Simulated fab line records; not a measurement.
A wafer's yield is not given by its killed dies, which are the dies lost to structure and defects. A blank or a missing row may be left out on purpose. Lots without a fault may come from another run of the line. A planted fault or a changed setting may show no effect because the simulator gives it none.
Chamber matching -- flow n5 finfet -- 4 sister chambers for N5_BEOL_M0_SAQP_STRIP_86 on rie diel-04
The step strips in N2/H2. 8 wafers are shown with their chamber, then 10 later ones without.

WAFERS, EACH WITH ITS CHAMBER
wafer,chamber,drypump motor current A (A),throttle valve pct (%)
L076.4,0,6.4,18.92
L077.4,3,6.1,18.82
L078.1,3,6.0,18.83
L078.2,0,6.3,18.90
L078.3,1,6.2,18.77
L078.6,1,6.2,18.81
L080.2,2,5.5,19.09
L080.4,2,5.5,19.08

WAFERS WITHOUT THEIR CHAMBER
wafer,drypump motor current A (A),throttle valve pct (%)
L080.5,6.4,18.90
L088.1,5.5,18.73
L088.3,6.2,18.80
L088.4,6.0,18.43
L094.2,6.2,18.83
L094.3,6.4,18.98
L094.6,6.1,18.45
L097.2,6.1,18.47
L097.3,5.5,18.80
L097.5,6.3,18.97

EACH ONE'S CHAMBER
wafer,from the rows above,in truth
L080.5,0,0
L088.1,3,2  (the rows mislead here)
L088.3,1,1
L088.4,can't be placed: 1 or 3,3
L094.2,can't be placed: 1 or 3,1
L094.3,0,0
L094.6,1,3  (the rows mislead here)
L097.2,1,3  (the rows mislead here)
L097.3,3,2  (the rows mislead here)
L097.5,0,0
Correct placement for 4 of the 10. Can't be placed from these rows: 2 (the true chamber is among the candidates in 2). Wrongly placed: 4.
How it was worked out, from the rows above alone: a wafer's distance from a chamber is the root of the sum, over the readings, of the square of ((its reading less the chamber's mean) divided by the reading's scatter). The wafer belongs to the nearest chamber; if the next one is less than 2 further off, it can't be placed. For every chamber, the mean is computed from those of its wafers that are shown. The scatter: take each reading less its chamber's mean, square it, sum over the shown wafers, divide by the number of wafers less the number of chambers, and take the root.
